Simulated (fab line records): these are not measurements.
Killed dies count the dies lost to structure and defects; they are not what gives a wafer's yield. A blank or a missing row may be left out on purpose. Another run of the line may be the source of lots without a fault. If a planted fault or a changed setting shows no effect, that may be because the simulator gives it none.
Which tool did it? :: flow nand_harc :: Sampling: 11 lots, 32 wafers, 5 of 1159 route steps

== WHAT THE GAUGES SHOWED, per wafer ==
NHARC_END_SORT_01. Usual: killed_at_array 26, standard deviation 9.1; killed_at_other 0.7, standard deviation 0.9; killed_at_periphery 3.6, standard deviation 2.8; killed_dies 30, standard deviation 9.2; killed_open 3.0, standard deviation 1.9; killed_short 2.0, standard deviation 1.4.
lot: L956
measured: day 21 09:32
on: prober-02
killed_at_array: 20 23 24
killed_at_other: 1 0 1
killed_at_periphery: 0 0 3
killed_dies: 21 23 28
killed_open: 0 2 0
killed_short: 0 2 2
flag: 

lot: L960
measured: day 22 08:23
on: prober-02
killed_at_array: 24 32 30
killed_at_other: 0 0 0
killed_at_periphery: 5 4 0
killed_dies: 29 36 30
killed_open: 7 5 6
killed_short: 3 2 1
flag: 

lot: L959
measured: day 22 22:05
on: prober-01
killed_at_array: 18 13 20
killed_at_other: 0 1 0
killed_at_periphery: 0 4 5
killed_dies: 18 18 25
killed_open: 3 1 4
killed_short: 1 2 2
flag: 

lot: L958
measured: day 23 09:22
on: prober-02
killed_at_array: 39 32
killed_at_other: 1 1
killed_at_periphery: 4 2
killed_dies: 44 35
killed_open: 2 7
killed_short: 2 2
flag: 

lot: L962
measured: day 24 09:44
on: prober-01
killed_at_array: 26 16 22
killed_at_other: 0 0 1
killed_at_periphery: 11 8 10
killed_dies: 37 24 33
killed_open: 4 2 1
killed_short: 0 3 1
flag: 

== WHICH TOOL RAN EACH LOT (tool, then ch and the chambers of the sampled wafers, then the start) ==
lot: L948
NHARC_A_STAIRCASE_DEP_471: pecvd-03 ch 1,2, day 14 03:46
NHARC_A_SGD_CUT_DESCUM_14: rie_diel-07 ch 0,1,3, day 14 05:20
NHARC_A_SGD_CUT_ETCH_58: rie_diel-07 ch 0,1,2, day 14 05:26
NHARC_A_SGD_CUT_ETCH_15: rie_diel-07 ch 0,1,2, no start

lot: L951
NHARC_A_STAIRCASE_DEP_471: pecvd-03 ch 0,1,2, day 14 12:28
NHARC_A_SGD_CUT_DESCUM_14: rie_diel-04 ch 2,3, day 14 13:54
NHARC_A_SGD_CUT_ETCH_58: rie_diel-04 ch 0,3, day 14 13:59
NHARC_A_SGD_CUT_ETCH_15: rie_diel-04 ch 0,2,3, no start

lot: L950
NHARC_A_STAIRCASE_DEP_471: pecvd-01 ch 0,2, day 14 14:19
NHARC_A_SGD_CUT_DESCUM_14: rie_diel-04 ch 0,1,2, day 14 15:55
NHARC_A_SGD_CUT_ETCH_58: rie_diel-04 ch 0,1,2, day 14 15:59
NHARC_A_SGD_CUT_ETCH_15: rie_diel-04 ch 1,2,3, no start

lot: L956
NHARC_A_STAIRCASE_DEP_471: pecvd-04 ch 0,1,2, day 15 23:11
NHARC_A_SGD_CUT_DESCUM_14: rie_diel-04 ch 1,2,3, day 16 00:47
NHARC_A_SGD_CUT_ETCH_58: rie_diel-04 ch 0,1,3, day 16 00:53
NHARC_A_SGD_CUT_ETCH_15: rie_diel-04 ch 1,2, day 21 09:32 or earlier

lot: L960
NHARC_A_STAIRCASE_DEP_471: pecvd-03 ch 0,2, day 17 00:29
NHARC_A_SGD_CUT_DESCUM_14: rie_diel-07 ch 0,3, day 17 02:20
NHARC_A_SGD_CUT_ETCH_58: rie_diel-07 ch 0,1,2, day 17 02:26
NHARC_A_SGD_CUT_ETCH_15: rie_diel-07 ch 1,3, day 22 08:23 or earlier

lot: L959
NHARC_A_STAIRCASE_DEP_471: pecvd-04 ch 0,2, day 17 13:31
NHARC_A_SGD_CUT_DESCUM_14: rie_diel-04 ch 0,2, day 17 15:06
NHARC_A_SGD_CUT_ETCH_58: rie_diel-04 ch 0,2, day 17 15:12
NHARC_A_SGD_CUT_ETCH_15: rie_diel-04 ch 0,2, day 22 22:05 or earlier

lot: L958
NHARC_A_STAIRCASE_DEP_471: pecvd-01 ch 0,1, day 17 13:38
NHARC_A_SGD_CUT_DESCUM_14: rie_diel-04 ch 0, day 17 15:16
NHARC_A_SGD_CUT_ETCH_58: rie_diel-04 ch 0, day 17 15:34
NHARC_A_SGD_CUT_ETCH_15: rie_diel-04 ch 0,1, day 23 09:22 or earlier

lot: L962
NHARC_A_STAIRCASE_DEP_471: pecvd-01 ch 0,1, day 17 21:38
NHARC_A_SGD_CUT_DESCUM_14: rie_diel-03 ch 1,3, day 17 23:14
NHARC_A_SGD_CUT_ETCH_58: rie_diel-03 ch 0,1,3, day 17 23:19
NHARC_A_SGD_CUT_ETCH_15: rie_diel-03 ch 1,2, day 24 09:44 or earlier

lot: L967
NHARC_A_STAIRCASE_DEP_471: pecvd-04 ch 0,1,2, day 18 18:18
NHARC_A_SGD_CUT_DESCUM_14: rie_diel-03 ch 0,2,3, day 18 19:54
NHARC_A_SGD_CUT_ETCH_58: rie_diel-03 ch 0,2,3, day 18 20:08
NHARC_A_SGD_CUT_ETCH_15: rie_diel-03 ch 0,1,2, no start

lot: L966
NHARC_A_STAIRCASE_DEP_471: pecvd-03 ch 0,1, day 18 19:01
NHARC_A_SGD_CUT_DESCUM_14: rie_diel-07 ch 0,3, day 18 20:36
NHARC_A_SGD_CUT_ETCH_58: rie_diel-07 ch 0,1,2, day 18 20:41
NHARC_A_SGD_CUT_ETCH_15: rie_diel-07 ch 0,1,3, no start

lot: L970
NHARC_A_STAIRCASE_DEP_471: pecvd-03 ch 1,2, day 19 15:35
NHARC_A_SGD_CUT_DESCUM_14: rie_diel-03 ch 1,2, day 19 17:10
NHARC_A_SGD_CUT_ETCH_58: rie_diel-03 ch 0,3, day 19 17:15
NHARC_A_SGD_CUT_ETCH_15: rie_diel-03 ch 0,1, no start
- NHARC_A_STAIRCASE_DEP_471: deposits SiO2, target thk 100 nm.
- NHARC_A_SGD_CUT_DESCUM_14: chemistry O2, time 3 s.
- NHARC_A_SGD_CUT_ETCH_58: etches the open film in CF4, target depth 39 nm, time 65 s.
- NHARC_A_SGD_CUT_ETCH_15: etches the open film in CH3F/O2, target depth 75 nm, time 64.3 s.

== WHAT THE TOOLS THEMSELVES READ (means of the sampled wafers that have a number; where no wafer has one, the mark that the record gives instead) ==
NHARC_A_STAIRCASE_DEP_471. Usual: heater_power_w 531 W, standard deviation 94; rf_fwd_power_W 896.0 W, standard deviation 2.7; throttle_valve_pct 16.0 %, standard deviation 0.47.
lot: L948
tool: pecvd-03
heater_power_w (W): 568
rf_fwd_power_W (W): 896.8
throttle_valve_pct (%): 15.7
flag: 

lot: L951
tool: pecvd-03
heater_power_w (W): 550
rf_fwd_power_W (W): 895.1
throttle_valve_pct (%): 15.9
flag: 

lot: L950
tool: pecvd-01
heater_power_w (W): 567
rf_fwd_power_W (W): 896.3
throttle_valve_pct (%): 16.0
flag: 

lot: L956
tool: pecvd-04
heater_power_w (W): 497
rf_fwd_power_W (W): 897.1
throttle_valve_pct (%): 16.5
flag: 

lot: L960
tool: pecvd-03
heater_power_w (W): 553
rf_fwd_power_W (W): 896.0
throttle_valve_pct (%): 15.9
flag: 

lot: L959
tool: pecvd-04
heater_power_w (W): 634
rf_fwd_power_W (W): 895.6
throttle_valve_pct (%): 16.2
flag: 

lot: L958
tool: pecvd-01
heater_power_w (W): 560
rf_fwd_power_W (W): 896.4
throttle_valve_pct (%): 16.2
flag: 

lot: L962
tool: pecvd-01
heater_power_w (W): 543
rf_fwd_power_W (W): 893.0
throttle_valve_pct (%): 16.1
flag: 

lot: L967
tool: pecvd-04
heater_power_w (W): 493
rf_fwd_power_W (W): 897.7
throttle_valve_pct (%): 16.4
flag: 

lot: L966
tool: pecvd-03
heater_power_w (W): 567
rf_fwd_power_W (W): 893.3
throttle_valve_pct (%): 15.9
flag: 

lot: L970
tool: pecvd-03
heater_power_w (W): 600
rf_fwd_power_W (W): 893.2
throttle_valve_pct (%): 15.8
flag: 

NHARC_A_SGD_CUT_DESCUM_14. Usual: drypump_motor_current_A 5.71 A, standard deviation 0.25; oes_product_au 1.002 a.u., standard deviation 0.016; rf_vpp_V 57.8 V, standard deviation 0.98; showerhead_plenum_p_Torr 1.90 Torr, standard deviation 0.087; throttle_valve_pct 11.310 %, standard deviation 0.0093.
lot: L948
tool: rie_diel-07
drypump_motor_current_A (A): 5.73
oes_product_au (a.u.): 0.989
rf_vpp_V (V): 57.6
showerhead_plenum_p_Torr (Torr): 1.90
throttle_valve_pct (%): 11.316
flag: 

lot: L951
tool: rie_diel-04
drypump_motor_current_A (A): 5.54
oes_product_au (a.u.): 1.019
rf_vpp_V (V): 58.8
showerhead_plenum_p_Torr (Torr): 1.99
throttle_valve_pct (%): 11.312
flag: 

lot: L950
tool: rie_diel-04
drypump_motor_current_A (A): 5.53
oes_product_au (a.u.): 1.010
rf_vpp_V (V): 57.6
showerhead_plenum_p_Torr (Torr): 1.89
throttle_valve_pct (%): 11.311
flag: 

lot: L956
tool: rie_diel-04
drypump_motor_current_A (A): 5.54
oes_product_au (a.u.): 1.007
rf_vpp_V (V): 58.6
showerhead_plenum_p_Torr (Torr): 1.90
throttle_valve_pct (%): 11.314
flag: 

lot: L960
tool: rie_diel-07
drypump_motor_current_A (A): 5.72
oes_product_au (a.u.): 0.977
rf_vpp_V (V): 56.9
showerhead_plenum_p_Torr (Torr): 1.81
throttle_valve_pct (%): 11.308
flag: 

lot: L959
tool: rie_diel-04
drypump_motor_current_A (A): 5.38
oes_product_au (a.u.): 1.027
rf_vpp_V (V): 57.8
showerhead_plenum_p_Torr (Torr): 1.93
throttle_valve_pct (%): 11.301
flag: 

lot: L958
tool: rie_diel-04
drypump_motor_current_A (A): 5.63
oes_product_au (a.u.): 1.020
rf_vpp_V (V): 59.3
showerhead_plenum_p_Torr (Torr): 2.00
throttle_valve_pct (%): 11.322
flag: 

lot: L962
tool: rie_diel-03
drypump_motor_current_A (A): 6.04
oes_product_au (a.u.): 0.999
rf_vpp_V (V): 57.8
showerhead_plenum_p_Torr (Torr): 1.90
throttle_valve_pct (%): 11.301
flag: 

lot: L967
tool: rie_diel-03
drypump_motor_current_A (A): 5.78
oes_product_au (a.u.): 0.992
rf_vpp_V (V): 57.6
showerhead_plenum_p_Torr (Torr): 1.90
throttle_valve_pct (%): 11.304
flag: 

lot: L966
tool: rie_diel-07
drypump_motor_current_A (A): 5.73
oes_product_au (a.u.): 0.979
rf_vpp_V (V): 57.2
showerhead_plenum_p_Torr (Torr): 1.81
throttle_valve_pct (%): 11.322
flag: 

lot: L970
tool: rie_diel-03
drypump_motor_current_A (A): 5.94
oes_product_au (a.u.): 0.987
rf_vpp_V (V): 56.4
showerhead_plenum_p_Torr (Torr): 1.87
throttle_valve_pct (%): 11.301
flag: 

NHARC_A_SGD_CUT_ETCH_58. Usual: drypump_motor_current_A 5.69 A (standard deviation 0.25); oes_product_au 1.000 a.u. (standard deviation 0.014); rf_fwd_power_W 297.5 W (standard deviation 1.1); rf_vpp_V 151.1 V (standard deviation 1.3); run_length_s 86.3 s (standard deviation 0.52); showerhead_plenum_p_Torr 1.75 Torr (standard deviation 0.073); throttle_valve_pct 13.283 % (standard deviation 0.0087).
lot: L948
tool: rie_diel-07
drypump_motor_current_A (A): 5.92
oes_product_au (a.u.): 0.985
rf_fwd_power_W (W): 298.7
rf_vpp_V (V): 150.3
run_length_s (s): 86.4
showerhead_plenum_p_Torr (Torr): 1.73
throttle_valve_pct (%): 13.276
flag: 

lot: L951
tool: rie_diel-04
drypump_motor_current_A (A): 5.65
oes_product_au (a.u.): 0.997
rf_fwd_power_W (W): 298.3
rf_vpp_V (V): 152.3
run_length_s (s): 86.2
showerhead_plenum_p_Torr (Torr): 1.85
throttle_valve_pct (%): 13.284
flag: 

lot: L950
tool: rie_diel-04
drypump_motor_current_A (A): 5.53
oes_product_au (a.u.): 1.001
rf_fwd_power_W (W): 297.8
rf_vpp_V (V): 150.7
run_length_s (s): 86.4
showerhead_plenum_p_Torr (Torr): 1.75
throttle_valve_pct (%): 13.284
flag: 

lot: L956
tool: rie_diel-04
drypump_motor_current_A (A): 5.68
oes_product_au (a.u.): 1.010
rf_fwd_power_W (W): 297.8
rf_vpp_V (V): 151.3
run_length_s (s): 89.5
showerhead_plenum_p_Torr (Torr): 1.79
throttle_valve_pct (%): 13.282
flag: OFF

lot: L960
tool: rie_diel-07
drypump_motor_current_A (A): 5.92
oes_product_au (a.u.): 0.974
rf_fwd_power_W (W): 297.1
rf_vpp_V (V): 151.0
run_length_s (s): 86.5
showerhead_plenum_p_Torr (Torr): 1.73
throttle_valve_pct (%): 13.287
flag: 

lot: L959
tool: rie_diel-04
drypump_motor_current_A (A): 5.52
oes_product_au (a.u.): 1.014
rf_fwd_power_W (W): 298.0
rf_vpp_V (V): 151.8
run_length_s (s): 89.1
showerhead_plenum_p_Torr (Torr): 1.81
throttle_valve_pct (%): 13.276
flag: OFF

lot: L958
tool: rie_diel-04
drypump_motor_current_A (A): 5.64
oes_product_au (a.u.): 1.008
rf_fwd_power_W (W): 297.4
rf_vpp_V (V): 150.6
run_length_s (s): 90.4
showerhead_plenum_p_Torr (Torr): 1.84
throttle_valve_pct (%): 13.277
flag: OFF

lot: L962
tool: rie_diel-03
drypump_motor_current_A (A): 5.79
oes_product_au (a.u.): 0.991
rf_fwd_power_W (W): 297.4
rf_vpp_V (V): 151.5
run_length_s (s): 86.3
showerhead_plenum_p_Torr (Torr): 1.73
throttle_valve_pct (%): 13.280
flag: 

lot: L967
tool: rie_diel-03
drypump_motor_current_A (A): 5.77
oes_product_au (a.u.): 1.007
rf_fwd_power_W (W): 296.8
rf_vpp_V (V): 151.1
run_length_s (s): 86.1
showerhead_plenum_p_Torr (Torr): 1.76
throttle_valve_pct (%): 13.285
flag: 

lot: L966
tool: rie_diel-07
drypump_motor_current_A (A): 5.93
oes_product_au (a.u.): 1.001
rf_fwd_power_W (W): 297.8
rf_vpp_V (V): 150.9
run_length_s (s): 86.4
showerhead_plenum_p_Torr (Torr): 1.72
throttle_valve_pct (%): 13.284
flag: 

lot: L970
tool: rie_diel-03
drypump_motor_current_A (A): 5.60
oes_product_au (a.u.): 0.994
rf_fwd_power_W (W): 296.0
rf_vpp_V (V): 151.7
run_length_s (s): 86.5
showerhead_plenum_p_Torr (Torr): 1.73
throttle_valve_pct (%): 13.279
flag: 

NHARC_A_SGD_CUT_ETCH_15. Usual: drypump_motor_current_A 5.71 A (standard deviation 0.26); oes_product_au 0.961 a.u. (standard deviation 0.019); rf_fwd_power_W 495.6 W (standard deviation 2); rf_vpp_V 263.6 V (standard deviation 1.8); run_length_s 85.7 s (standard deviation 0.51); showerhead_plenum_p_Torr 2.44 Torr (standard deviation 0.11); throttle_valve_pct 20.661 % (standard deviation 0.0094).
lot: L948
tool: rie_diel-07
drypump_motor_current_A (A): 5.94
oes_product_au (a.u.): 0.937
rf_fwd_power_W (W): 496.9
rf_vpp_V (V): 262.7
run_length_s (s): 85.8
showerhead_plenum_p_Torr (Torr): 2.40
throttle_valve_pct (%): 20.660
flag: 

lot: L951
tool: rie_diel-04
drypump_motor_current_A (A): 5.53
oes_product_au (a.u.): 0.951
rf_fwd_power_W (W): 497.7
rf_vpp_V (V): 264.6
run_length_s (s): 85.7
showerhead_plenum_p_Torr (Torr): 2.54
throttle_valve_pct (%): 20.649
flag: 

lot: L950
tool: rie_diel-04
drypump_motor_current_A (A): 5.54
oes_product_au (a.u.): 0.973
rf_fwd_power_W (W): 497.4
rf_vpp_V (V): 263.7
run_length_s (s): 86.2
showerhead_plenum_p_Torr (Torr): 2.45
throttle_valve_pct (%): 20.664
flag: 

lot: L956
tool: rie_diel-04
drypump_motor_current_A (A): 5.54
oes_product_au (a.u.): 0.958
rf_fwd_power_W (W): 495.3
rf_vpp_V (V): 262.0
run_length_s (s): 86.1
showerhead_plenum_p_Torr (Torr): 2.34
throttle_valve_pct (%): 20.669
flag: 

lot: L960
tool: rie_diel-07
drypump_motor_current_A (A): 5.75
oes_product_au (a.u.): 0.908
rf_fwd_power_W (W): 495.3
rf_vpp_V (V): 265.2
run_length_s (s): 85.7
showerhead_plenum_p_Torr (Torr): 2.54
throttle_valve_pct (%): 20.660
flag: 

lot: L959
tool: rie_diel-04
drypump_motor_current_A (A): 5.39
oes_product_au (a.u.): 0.980
rf_fwd_power_W (W): 494.7
rf_vpp_V (V): 264.1
run_length_s (s): 85.8
showerhead_plenum_p_Torr (Torr): 2.48
throttle_valve_pct (%): 20.650
flag: 

lot: L958
tool: rie_diel-04
drypump_motor_current_A (A): 5.70
oes_product_au (a.u.): 0.954
rf_fwd_power_W (W): 498.2
rf_vpp_V (V): 265.1
run_length_s (s): 85.3
showerhead_plenum_p_Torr (Torr): 2.43
throttle_valve_pct (%): 20.658
flag: 

lot: L962
tool: rie_diel-03
drypump_motor_current_A (A): 5.92
oes_product_au (a.u.): 0.973
rf_fwd_power_W (W): 494.5
rf_vpp_V (V): 263.6
run_length_s (s): 85.0
showerhead_plenum_p_Torr (Torr): 2.45
throttle_valve_pct (%): 20.660
flag: 

lot: L967
tool: rie_diel-03
drypump_motor_current_A (A): 5.74
oes_product_au (a.u.): 0.951
rf_fwd_power_W (W): 494.3
rf_vpp_V (V): 262.2
run_length_s (s): 85.3
showerhead_plenum_p_Torr (Torr): 2.41
throttle_valve_pct (%): 20.663
flag: 

lot: L966
tool: rie_diel-07
drypump_motor_current_A (A): 5.75
oes_product_au (a.u.): 0.956
rf_fwd_power_W (W): 495.2
rf_vpp_V (V): 264.0
run_length_s (s): 85.7
showerhead_plenum_p_Torr (Torr): 2.43
throttle_valve_pct (%): 20.668
flag: 

lot: L970
tool: rie_diel-03
drypump_motor_current_A (A): 5.59
oes_product_au (a.u.): 0.946
rf_fwd_power_W (W): 494.6
rf_vpp_V (V): 262.6
run_length_s (s): 85.7
showerhead_plenum_p_Torr (Torr): 2.38
throttle_valve_pct (%): 20.659
flag: 

== THE ANSWER, worked out from the rows above alone ==
Rule: a lot counts as off when the mean over its wafers that have a number is more than 3 standard deviations away from the usual mean. Also off: a lot with no number at a reading for which 4 or more lots have one. All remaining lots with rows at the step are treated as sound. After the gauges, taken in route order, come the tools' own readings; for these a lot's mean is taken, as printed above. At the first step where some lot is off, the reading lying furthest off is the one used; lots without a number count as furthest.
Off: L956, L959, L958 (NHARC_A_SGD_CUT_ETCH_58, run_length_s).
If a tool, at that step or one of the process steps before it, ran each lot that is off and ran no sound lot following the first of them, it fits. One fits: NHARC_A_SGD_CUT_DESCUM_14 and NHARC_A_SGD_CUT_ETCH_58 on rie_diel-04. At NHARC_A_SGD_CUT_DESCUM_14 its last sound lot is L950 (day 14 15:55), its first lot that is off L956 (day 16 00:47): a fault that began between those two fits.

== WHAT THE SIMULATOR HAD PUT IN ==
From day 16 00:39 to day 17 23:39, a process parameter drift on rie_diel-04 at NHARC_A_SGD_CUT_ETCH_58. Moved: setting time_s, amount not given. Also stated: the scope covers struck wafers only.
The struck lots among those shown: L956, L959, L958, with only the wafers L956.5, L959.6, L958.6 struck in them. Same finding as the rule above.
